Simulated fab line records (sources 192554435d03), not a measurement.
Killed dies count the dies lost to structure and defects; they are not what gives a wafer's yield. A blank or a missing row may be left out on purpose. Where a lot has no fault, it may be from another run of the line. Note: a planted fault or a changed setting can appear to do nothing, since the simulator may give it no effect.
One fault seen from 2 desks    flow n5Finfet    what lay behind the numbers comes last; until then each desk has only its own

== METROLOGY DESK ==
What the gauges read for every lot (on any tool): the sampled wafers with a number, averaged. A lot is out of limits, marked OUT, if its mean lies more than 4 standard deviations from the usual mean; the brackets give that distance. Only the readings that lie furthest out on some lot appear, 7 of the 10 it has.
Columns: A = IOFF_N at N5_BEOL_M4_RC_MEAS_101, usual 0.17 nA/um; B = IOFF_P at N5_BEOL_M4_RC_MEAS_101, usual 0.22 nA/um; C = ION_N at N5_BEOL_M4_RC_MEAS_101, usual 679 uA/um; D = ION_P at N5_BEOL_M4_RC_MEAS_101, usual 465 uA/um; E = SS_N at N5_BEOL_M4_RC_MEAS_101, usual 71.7 mV/dec; F = SS_P at N5_BEOL_M4_RC_MEAS_101, usual 73.6 mV/dec; G = VT_P at N5_BEOL_M4_RC_MEAS_101, usual -249 mV
lot   first seen here  A     B     C    D    E     F     G
L523  day 10 13:54     0.18  0.23  684  468  71.7  73.5  -249
L524  day 10 23:23     0.14  0.20  673  462  71.6  73.8  -253
L525  day 11 15:25     0.18  0.22  688  468  72.4  74.2  -252
L532  day 13 01:14     0.17  0.20  676  461  71.4  73.9  -254
L528  day 13 10:34     0.18  0.25  687  471  71.0  73.2  -247
L533  day 14 07:47     0.14  0.22  668  462  70.8  74.2  -249
L537  day 14 23:36     0.13  0.18  666  460  71.0  72.6  -252
L543  day 15 15:10     0.13  0.16  667  449  71.5  73.6  -258
L545  day 16 17:29     0.14  0.19  659  452  71.7  73.2  -253
This desk's finding: nothing out of limits on any of the 9 lots.

== AT THE TOOL OWNER'S DESK: aldSin-02 ==
The tool's own readings at N5_BEOL_M0_SAQP_ALD_48 (deposits SiO2, target thk 20 nm, pulse time 1 s, co reactant pulse time 1 s): means of the sampled wafers that have a number, for each lot that ran on this tool. A lot is out of limits, marked OUT, if its mean lies more than 4 standard deviations from the usual mean; the brackets give that distance.
Columns: A = chamberPressureTorr at N5_BEOL_M0_SAQP_ALD_48, usual 2.000 Torr; B = heaterPowerOuterW at N5_BEOL_M0_SAQP_ALD_48, usual 41 W; C = heaterPowerW at N5_BEOL_M0_SAQP_ALD_48, usual 78 W; D = precursorPulseHeightRel at N5_BEOL_M0_SAQP_ALD_48, usual 1.000; E = susceptorTempC at N5_BEOL_M0_SAQP_ALD_48, usual 99.98 C
lot   first seen here  A      B   C   D      E
L523  day 5 23:46      1.993  45  85  1.001  100.09
L524  day 6 03:40      1.996  42  80  1.003  100.02
L528  day 7 02:40      1.995  39  74  1.019  100.02
L532  day 8 15:30      2.005  42  79  1.005  100.02
L533  day 8 16:00      2.005  38  72  0.984  99.82
L537  day 9 18:19      2.002  38  72  0.988  99.90
This desk's finding: nothing out of limits on any of the 6 lots.

== TAKEN TOGETHER ==
The metrology desk saw nothing out of limits.
Nothing out of limits was seen by the tool owner's desk.

== WHAT THE SIMULATOR HAD INSERTED ==
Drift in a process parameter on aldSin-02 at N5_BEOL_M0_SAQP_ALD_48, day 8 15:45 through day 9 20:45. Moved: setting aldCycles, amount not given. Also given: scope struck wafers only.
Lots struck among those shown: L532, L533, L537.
